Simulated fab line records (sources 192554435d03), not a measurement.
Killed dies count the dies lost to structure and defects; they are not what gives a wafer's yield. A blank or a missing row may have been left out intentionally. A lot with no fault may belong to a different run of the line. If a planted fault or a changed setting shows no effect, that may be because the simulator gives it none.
fab line records	flow n5_finfet
[record] lots = 9	wafers = 25	last_day = 18
route steps=1938 shown BEOL_M4@1095 BEOL_M5@1113 PASSIVATION@1936
lots that met no fault: from a run of the same line without faults
start_h: the number of hours between the record's first day and the start of the first shown wafer of the lot	wait_h: hours from the lot's prior step to this one	" unchanged from the row above	L1.1+2: several wafers, shown together as one row	- no value, or no start given	* or withheld: withheld	< > ~ a bound
route shown NAME@n: NAME is a module with steps in the file, n the number in the route of the first one	usual: mean and standard deviation over wafers with no fault	same: alike in all rows	chamber/n: place in a boat	sites: readings site by site	_std_site: how widely they spread, as a standard deviation	_edge_site: outer sites' mean less inner sites'	radius_mm: how far each site lies from the wafer's centre	mask NAME#n: copy n	behind: the last tool/chamber to shape the wafer	hold: the reason the lot was held/the length of the hold in hours/how it ended	device: names the non-switching transistor (n, p or np)	end of line: tests run on the same wafers once the route is complete	a step given without rows: its recipe and nothing more	killed: at the first sort, the dies lost to defects and structure; wafer yield is something else	map: a wafer's dies, marking killed ones x, the rest . and places with no die _
set.NAME: the run value of the setting; set.NAME@STEP: its run value at that earlier step	model.NAME: the simulator's own value behind a step, which no gauge read
a sample of lots followed through the steps of the route, with each step as a table and each wafer as a row
services: from which hour (start_h, from the record's first day; less than 0 if before it) a tool's chamber was out of use, for how many hours, and why
[[steps]]
[step N5_BEOL_M4_ANNEAL_91]
[recipe] temp_c = 400	time_s = 240	ambient = vacuum
[usual] heater_power_w = 831/90
lot.wafer	tool	chamber	start_h	wait_h	heater_power_w
L219.1	pvd_sputter-02	-	159.73	0.0	845
L219.2	"	-	"	"	814
L219.5	"	-	"	"	801
L222.3	pvd_sputter-01	-	173.92	0.0	736
L222.4	"	-	"	"	769
L222.5	"	-	"	"	764
L226.1	pvd_sputter-03	-	212.17	0.0	1001
L226.3	"	-	"	"	823
L226.6	"	-	"	"	805
L227.1	pvd_sputter-02	-	216.38	0.0	886
L227.3	"	-	"	"	792
L227.4	"	-	"	"	835
L233.1	pvd_sputter-02	-	255.13	0.0	861
L233.2	"	-	"	"	782
L233.5	"	-	"	"	885
L234.4	pvd_sputter-01	-	272.37	0.0	798
L234.5	"	-	"	"	794
L239.2	pvd_sputter-02	-	284.32	0.0	813
L239.3	"	-	"	"	808
L239.4	"	-	"	"	883
L240.4	pvd_sputter-03	-	287.22	0.0	1052
L240.5	"	-	"	"	833
L242.2	pvd_sputter-03	-	319.25	0.0	813
L242.4	"	-	"	"	617
L242.5	"	-	"	"	1023
[step N5_BEOL_M4_ANNEAL_95]
[recipe] temp_c = 400	time_s = 240	ambient = vacuum
[usual] heater_power_w = 831/91
lot.wafer	tool	chamber	start_h	wait_h	heater_power_w
L219.1	pvd_sputter-02	-	160.17	0.0	863
L219.2	"	-	"	"	785
L219.5	"	-	"	"	806
L222.3	pvd_sputter-01	-	174.36	0.0	744
L222.4	"	-	"	"	773
L222.5	"	-	"	"	776
L226.1	pvd_sputter-03	-	212.61	0.0	1022
L226.3	"	-	"	"	835
L226.6	"	-	"	"	809
L227.1	pvd_sputter-02	-	216.82	0.0	926
L227.3	"	-	"	"	791
L227.4	"	-	"	"	821
L233.1	pvd_sputter-02	-	255.57	0.0	852
L233.2	"	-	"	"	764
L233.5	"	-	"	"	883
L234.4	pvd_sputter-01	-	272.81	0.0	775
L234.5	"	-	"	"	762
L239.2	pvd_sputter-02	-	284.76	0.0	828
L239.3	"	-	"	"	806
L239.4	"	-	"	"	886
L240.4	pvd_sputter-03	-	287.66	0.0	991
L240.5	"	-	"	"	848
L242.2	pvd_sputter-03	-	319.69	0.0	820
L242.4	"	-	"	"	615
L242.5	"	-	"	"	1053
[step N5_BEOL_M4_DEP_57]
[recipe] material = SiCN	target_thk_a = 80	temp_c = withheld	precursor = 3MS/NH3	pressure_torr = 3	rf_w = 202	time_s = 14
[usual] showerhead_plenum_p_Torr = 3.672/0.011	throttle_valve_pct = 8.9/0.35
lot.wafer	tool	chamber	start_h	wait_h	showerhead_plenum_p_Torr	throttle_valve_pct
L219.1	pecvd-01	1	161.29	0.0	3.686	8.6
L219.2	"	2	"	"	3.662	8.9
L219.5	"	2	"	"	3.662	8.8
L222.3	pecvd-01	2	175.48	0.0	3.659	8.9
L222.4	"	0	"	"	3.675	8.9
L222.5	"	2	"	"	3.667	8.7
L226.1	pecvd-01	0	214.09	0.0	3.671	9.0
L226.3	"	1	"	"	3.682	8.7
L226.6	"	0	"	"	3.669	9.0
L227.1	pecvd-01	0	218.00	0.0	3.672	9.0
L227.3	"	1	"	"	3.679	8.9
L227.4	"	0	"	"	3.672	9.0
L233.1	pecvd-02	2	256.72	0.0	3.653	8.9
L233.2	"	1	"	"	3.676	9.3
L233.5	"	1	"	"	3.669	9.7
L234.4	pecvd-03	2	274.00	0.0	3.675	8.3
L234.5	"	1	"	"	3.679	8.5
L239.2	pecvd-02	2	286.59	0.0	3.660	9.1
L239.3	"	1	"	"	3.683	9.4
L239.4	"	2	"	"	3.650	9.0
L240.4	pecvd-02	1	288.95	0.0	3.661	9.4
L240.5	"	0	"	"	3.661	9.1
L242.2	pecvd-01	2	320.82	0.0	3.668	9.0
L242.4	"	1	"	"	3.679	8.7
L242.5	"	0	"	"	3.668	8.8
[step N5_BEOL_M4_INSPECT_59]
[recipe] inspect_instrument = darkfield	mode = post_dep
[usual] raw_defect_count = 69/26
lot.wafer	tool	chamber	start_h	wait_h	raw_defect_count
L219.1	defect_inspect-01	-	161.38	0.0	110
L219.2	"	-	"	"	85
L219.5	"	-	"	"	117
L222.3	defect_inspect-01	-	175.57	0.0	29
L222.4	"	-	"	"	63
L222.5	"	-	"	"	75
L226.1	defect_inspect-01	-	214.18	0.0	441
L226.3	"	-	"	"	443
L226.6	"	-	"	"	527
L227.1	defect_inspect-02	-	218.09	0.0	430
L227.3	"	-	"	"	446
L227.4	"	-	"	"	450
L233.1	defect_inspect-02	-	256.81	0.0	117
L233.2	"	-	"	"	113
L233.5	"	-	"	"	62
L234.4	defect_inspect-02	-	274.08	0.0	81
L234.5	"	-	"	"	56
L239.2	defect_inspect-02	-	286.68	0.0	89
L239.3	"	-	"	"	54
L239.4	"	-	"	"	59
L240.4	defect_inspect-02	-	289.02	0.0	55
L240.5	"	-	"	"	60
L242.2	defect_inspect-02	-	320.91	0.0	40
L242.4	"	-	"	"	49
L242.5	"	-	"	"	68
[step N5_BEOL_M4_RC_MEAS_101]
[usual] DIBL_N = 36.2/2.2	DIBL_P = 36.5/3	IOFF_N = 0.16/0.039	IOFF_P = 0.22/0.047	ION_N = 675/15	ION_P = 463/10	SS_N = 71.6/0.71	SS_P = 73.4/0.94	VT_N = 250/3.6	VT_P = -250/3.9
lot.wafer	tool	chamber	start_h	wait_h	DIBL_N[mV/V]	DIBL_P[mV/V]	IOFF_N[nA/um]	IOFF_P[nA/um]	ION_N[uA/um]	ION_P[uA/um]	SS_N[mV/dec]	SS_P[mV/dec]	VT_N[mV]	VT_P[mV]
L219.1	prober-01	0	161.40	0.0	32.5	32.4	0.11	0.16	650	452	70.7	72.4	252	-253
L219.2	"	0	"	"	36.8	37.7	0.20	0.25	690	468	71.8	74.1	241	-249
L219.5	"	0	"	"	35.2	36.3	0.17	0.22	677	463	71.6	72.6	247	-248
L222.3	prober-02	0	175.91	0.3	35.7	35.8	0.14	0.18	669	452	71.3	74.0	251	-253
L222.4	"	0	"	"	41.1	42.1	0.26	0.29	694	470	73.5	75.4	245	-249
L222.5	"	0	"	"	35.3	35.4	0.14	0.18	658	455	71.3	73.2	252	-255
L226.1	prober-01	0	214.21	0.0	39.0	40.5	0.18	0.25	696	479	71.5	73.8	250	-249
L226.3	"	0	"	"	34.1	33.8	0.11	0.16	676	470	70.5	71.8	253	-254
L226.6	"	0	"	"	38.5	40.0	0.18	0.24	694	477	71.4	74.2	250	-247
L227.1	prober-02	0	218.11	0.0	34.2	34.9	0.14	0.17	666	455	70.9	73.2	251	-254
L227.3	"	0	"	"	29.9	28.0	0.08	0.10	634	431	70.5	71.9	259	-261
L227.4	"	0	"	"	35.6	35.0	0.17	0.17	681	455	71.5	72.6	247	-256
L233.1	prober-01	0	256.84	0.0	38.2	38.9	0.18	0.21	669	458	71.9	74.2	249	-252
L233.2	"	0	"	"	35.4	36.4	0.13	0.17	667	461	71.2	73.1	253	-256
L233.5	"	0	"	"	34.8	36.2	0.15	0.19	698	475	70.6	73.2	248	-252
L234.4	prober-01	0	274.57	0.5	39.0	37.4	0.17	0.22	673	453	72.1	74.3	249	-251
L234.5	"	0	"	"	39.0	38.4	0.19	0.25	692	470	71.7	74.8	248	-249
L239.2	prober-01	0	286.86	0.2	36.1	37.7	0.18	0.27	673	466	72.0	74.1	249	-245
L239.3	"	0	"	"	34.7	35.3	0.15	0.22	683	473	71.0	73.4	249	-248
L239.4	"	0	"	"	37.6	37.5	0.20	0.26	681	467	71.9	73.8	244	-247
L240.4	prober-01	0	289.51	0.5	37.0	38.9	0.16	0.22	673	455	71.2	73.2	251	-252
L240.5	"	0	"	"	37.9	40.3	0.17	0.23	672	460	72.0	73.9	251	-250
L242.2	prober-01	0	321.09	0.2	34.2	36.4	0.15	0.21	678	460	71.5	74.1	248	-249
L242.4	"	0	"	"	36.0	37.1	0.18	0.22	682	462	71.9	73.2	246	-250
L242.5	"	0	"	"	32.6	33.2	0.12	0.17	665	457	71.3	72.6	251	-254
[step N5_BEOL_M5_CURE_79]
[recipe] temp_c = 385	time_s = 240	ambient = He/Ar	material = SiCOH_lowk
[usual] lamp_power_pct = 52.31/0.052	wafer_temp_C_max = 386.7/0.56
lot.wafer	tool	chamber	start_h	wait_h	lamp_power_pct	wafer_temp_C_max
L219.1	uv_cure-01	2	162.79	0.4	52.37	386.9
L219.2	"	2	"	"	52.32	386.6
L219.5	"	2	"	"	52.32	386.2
L222.3	uv_cure-01	0	176.78	0.2	52.28	386.7
L222.4	"	0	"	"	52.26	386.1
L222.5	"	0	"	"	52.29	386.5
L226.1	uv_cure-02	2	215.23	0.0	52.33	386.0
L226.3	"	2	"	"	52.23	386.7
L226.6	"	2	"	"	52.35	385.5
L227.1	uv_cure-02	0	219.14	0.0	52.26	386.4
L227.3	"	0	"	"	52.29	386.9
L227.4	"	0	"	"	52.33	387.5
L233.1	uv_cure-03	1	257.87	0.0	52.34	387.5
L233.2	"	1	"	"	52.29	387.4
L233.5	"	1	"	"	52.23	387.9
L234.4	uv_cure-01	0	275.76	0.7	52.23	386.2
L234.5	"	0	"	"	52.34	386.6
L239.2	uv_cure-03	0	287.81	0.1	52.27	386.1
L239.3	"	0	"	"	52.36	386.9
L239.4	"	0	"	"	52.31	387.9
L240.4	uv_cure-02	1	290.32	0.3	52.26	386.2
L240.5	"	1	"	"	52.35	385.6
L242.2	uv_cure-01	0	322.13	0.2	52.34	386.1
L242.4	"	0	"	"	52.32	386.9
L242.5	"	0	"	"	52.24	386.8
[step N5_BEOL_M5_INSPECT_13]
[recipe] mode = adi	inspect_instrument = brightfield
[usual] raw_defect_count = 429/110
lot.wafer	tool	chamber	start_h	wait_h	raw_defect_count
L219.1	defect_inspect-02	-	164.20	0.1	459
L219.2	"	-	"	"	806
L219.5	"	-	"	"	437
L222.3	defect_inspect-01	-	180.52	0.0	429
L222.4	"	-	"	"	496
L222.5	"	-	"	"	405
L226.1	defect_inspect-01	-	217.72	0.1	960
L226.3	"	-	"	"	1013
L226.6	"	-	"	"	879
L227.1	defect_inspect-01	-	221.15	0.1	723
L227.3	"	-	"	"	786
L227.4	"	-	"	"	721
L233.1	defect_inspect-02	-	259.62	0.1	657
L233.2	"	-	"	"	541
L233.5	"	-	"	"	420
L234.4	defect_inspect-02	-	276.86	0.0	414
L234.5	"	-	"	"	303
L239.2	defect_inspect-02	-	289.05	0.0	613
L239.3	"	-	"	"	376
L239.4	"	-	"	"	620
L240.4	defect_inspect-02	-	291.91	0.0	398
L240.5	"	-	"	"	304
L242.2	defect_inspect-02	-	324.07	0.0	437
L242.4	"	-	"	"	560
L242.5	"	-	"	"	437
[step N5_BEOL_M5_INSPECT_30]
[recipe] mode = adi	inspect_instrument = brightfield
[usual] raw_defect_count = 433/110
lot.wafer	tool	chamber	start_h	wait_h	raw_defect_count
L219.1	defect_inspect-01	-	167.69	0.1	488
L219.2	"	-	"	"	864
L219.5	"	-	"	"	451
L222.3	defect_inspect-02	-	181.57	0.0	394
L222.4	"	-	"	"	431
L222.5	"	-	"	"	390
L226.1	defect_inspect-02	-	218.74	0.1	930
L226.3	"	-	"	"	989
L226.6	"	-	"	"	902
L227.1	defect_inspect-02	-	225.47	0.1	671
L227.3	"	-	"	"	756
L227.4	"	-	"	"	677
L233.1	defect_inspect-02	-	260.75	0.1	653
L233.2	"	-	"	"	489
L233.5	"	-	"	"	435
L234.4	defect_inspect-02	-	277.97	0.0	432
L234.5	"	-	"	"	306
L239.2	defect_inspect-02	-	292.89	0.0	645
L239.3	"	-	"	"	394
L239.4	"	-	"	"	627
L240.4	defect_inspect-02	-	292.94	0.0	402
L240.5	"	-	"	"	308
L242.2	defect_inspect-02	-	328.03	0.0	454
L242.4	"	-	"	"	548
L242.5	"	-	"	"	443
[step N5_PASSIVATION_PROBE_49]
[usual] defect_limited_yield = 91.5/1.5	killed_at_M0_to_M3 = 32/10	killed_at_M4_up = 13/4.9	killed_at_contacts = 13/6.1	killed_at_front_end = 38/11	killed_at_other = 3/3.2	killed_dies = 101/18	killed_on_rim = 13/4.4	killed_open = 66/13	killed_short = 32/8.3	sort_bin_4_leakage = 0.00/0.018	sort_bin_5_function = 5.0/1	sort_bin_6_memory = 3.2/0.74	sort_bin_8_speed = 0.1/1.1	sort_n_pass = 1078/22	sort_yield_pct = 91.3/1.9
[same] gross_dies = 1180	killed_at_back_side = 0
lot.wafer	tool	chamber	start_h	wait_h	defect_limited_yield[%]	killed_at_M0_to_M3	killed_at_M4_up	killed_at_contacts	killed_at_front_end	killed_at_other	killed_dies	killed_on_rim	killed_open	killed_short	sort_bin_4_leakage[%]	sort_bin_5_function[%]	sort_bin_6_memory[%]	sort_bin_8_speed[%]	sort_n_pass	sort_yield_pct[%]
L226.1	prober-02	-	326.72	0.0	83.8	32	80	16	58	5	191	31	83	40	0	8.7	5.9	0	989	83.8
L226.3	prober-02	-	326.82	0.1	84.7	31	85	15	46	4	181	33	79	27	0	9.5	4.1	0	999	84.7
L226.6	prober-02	-	326.97	0.3	82.5	32	86	7	64	18	207	44	86	45	0	11.3	4.2	0	973	82.5
L227.1	prober-02	-	329.41	0.0	85.3	50	87	2	33	2	174	27	73	31	0	8.6	4.9	0	1006	85.3
L227.3	prober-02	-	329.51	0.1	87.6	34	67	13	32	0	146	29	51	31	0	7.6	3.6	12.3	889	75.3
L227.4	prober-02	-	329.56	0.2	86.4	22	92	8	39	0	161	28	53	29	0	7.9	3.2	0	1019	86.4
L234.4	prober-01	-	386.55	0.2	90.8	27	20	15	44	2	108	10	67	41	0	4.7	4.2	0	1072	90.8
L234.5	prober-01	-	386.60	0.2	92.4	25	18	5	39	3	90	14	49	38	0	4.0	3.2	0	1090	92.4
// killed by level:class
L226.1 BEOL_M4:unspecified=66 STI_FIN_REVEAL:geometric_particle:open=24 MOL_CONTACT_COAG:geometric_particle:open=12 BEOL_M0_SAQP:geometric_particle:short=9 BEOL_M0_SAQP:geometric_particle:open=7 FIN_SAQP:geometric_particle:open=6 FIN_SAQP:geometric_particle:short=6 BEOL_M1:geometric_particle:open=6
L226.3 BEOL_M4:unspecified=69 STI_FIN_REVEAL:geometric_particle:open=19 MOL_CONTACT_COAG:geometric_particle:open=14 BEOL_M3:geometric_particle:open=10 FIN_SAQP:geometric_particle:short=6 BEOL_M0_SAQP:geometric_particle:short=6 HKMG_FIN:area_etch=6 BEOL_M3:geometric_particle:short=5
L226.6 BEOL_M4:unspecified=70 STI_FIN_REVEAL:geometric_particle:open=32 STI_FIN_REVEAL:geometric_particle:short=10 FIN_SAQP:geometric_particle:short=8 BEOL_M3:geometric_particle:open=6 MIM_TOP_ETCH:geometric_particle:open=6 MOL_CONTACT_COAG:geometric_particle:open=6 BEOL_M4:geometric_particle:open=6
L227.1 BEOL_M4:unspecified=67 BEOL_M1:geometric_particle:open=11 BEOL_M2:geometric_particle:open=11 BEOL_M0_SAQP:geometric_particle:short=10 STI_FIN_REVEAL:geometric_particle:open=7 FIN_SAQP:geometric_particle:short=7 BEOL_M4:geometric_particle:open=7 BEOL_M3:geometric_particle:open=6
L227.3 BEOL_M4:unspecified=56 MOL_CONTACT_COAG:geometric_particle:open=9 BEOL_M0_SAQP:geometric_particle:short=9 BEOL_M2:geometric_particle:open=7 FIN_SAQP:geometric_particle:short=6 DUMMY_GATE:geometric_particle:open=6 BEOL_M1:geometric_particle:open=6 BEOL_M0_SAQP:geometric_particle:open=5
L227.4 BEOL_M4:unspecified=76 FIN_SAQP:geometric_particle:short=10 BEOL_M4:geometric_particle:open=8 STI_FIN_REVEAL:geometric_particle:open=7 BEOL_M2:geometric_particle:open=7 FIN_SAQP:geometric_particle:open=6 DUMMY_GATE:geometric_particle:open=5 BEOL_M3:geometric_particle:open=5
L234.4 FIN_SAQP:geometric_particle:short=11 FIN_SAQP:geometric_particle:open=11 MOL_CONTACT_COAG:geometric_particle:open=11 DUMMY_GATE:geometric_particle:open=7 BEOL_M0_SAQP:geometric_particle:short=5 BEOL_M3:geometric_particle:open=5 MOL_CONTACT_COAG:geometric_particle:short=4 BEOL_M0:geometric_particle:short=4
L234.5 FIN_SAQP:geometric_particle:short=10 BEOL_M1:geometric_particle:open=8 DUMMY_GATE:geometric_particle:open=5 BEOL_M4:geometric_particle:open=5 BEOL_M5:geometric_particle:open=5 FIN_SAQP:geometric_particle:open=4 STI_FIN_REVEAL:geometric_particle:short=4 BEOL_M0_SAQP:geometric_particle:open=4
[[services]]
tool	chamber	start_h	hours	kind
uv_cure-02	-	141.00	2.8	repair
uv_cure-01	-	170.10	1.0	pm
pvd_sputter-02	-	174.82	1.6	repair
pecvd-03	1	184.02	19.0	repair
uv_cure-01	-	191.83	2.1	pm
pecvd-03	2	203.09	-	clean
pecvd-03	2	203.09	-	consumable_replace:showerhead
pecvd-03	2	203.09	29.0	scheduled_down
pecvd-03	2	203.09	29.0	vent_cycle
uv_cure-01	-	212.21	2.8	pm
pecvd-02	-	222.95	4.3	pm
pecvd-01	0	235.44	5.5	scheduled_down
uv_cure-02	-	241.48	7.5	pm
uv_cure-02	-	249.03	6.0	pm
pecvd-03	0	251.95	5.5	scheduled_down
uv_cure-02	-	259.06	7.5	pm
pecvd-02	-	271.36	6.0	pm
pecvd-03	2	293.08	6.2	repair
uv_cure-02	-	302.98	2.1	pm
pecvd-01	-	318.70	1.5	repair
[[key]]
[first_sign] step = N5_BEOL_M4_INSPECT_59	reading = raw_defect_count	direction = up	sigmas = 15	usual = 69	struck = 456
[effect] step = N5_BEOL_M5_INSPECT_13	reading = raw_defect_count	direction = up	sigmas = 3.9	usual = 429	struck = 847
[effect] step = N5_BEOL_M5_INSPECT_30	reading = raw_defect_count	direction = up	sigmas = 3.5	usual = 433	struck = 821
[effect] step = N5_PASSIVATION_PROBE_49	reading = killed_at_M4_up	direction = up	sigmas = 14	usual = 13	struck = 83
[more_kills_born_at] N5_BEOL_M4_DEP_57@pecvd-01 = 404
met_at N5_BEOL_M4_DEP_57
struck_lots L226,L227
not_acting_at N5_BEOL_M4_ANNEAL_91,N5_BEOL_M4_ANNEAL_95,N5_BEOL_M5_CURE_79
onset_between 175.48 214.09
[fault] kind = chamber_particle_source	tool = pecvd-01	chamber = -	onset_h = 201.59	steps = N5_BEOL_M4_DEP_57	rate_per_visit_cm2 = 0.58672	end_h = 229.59
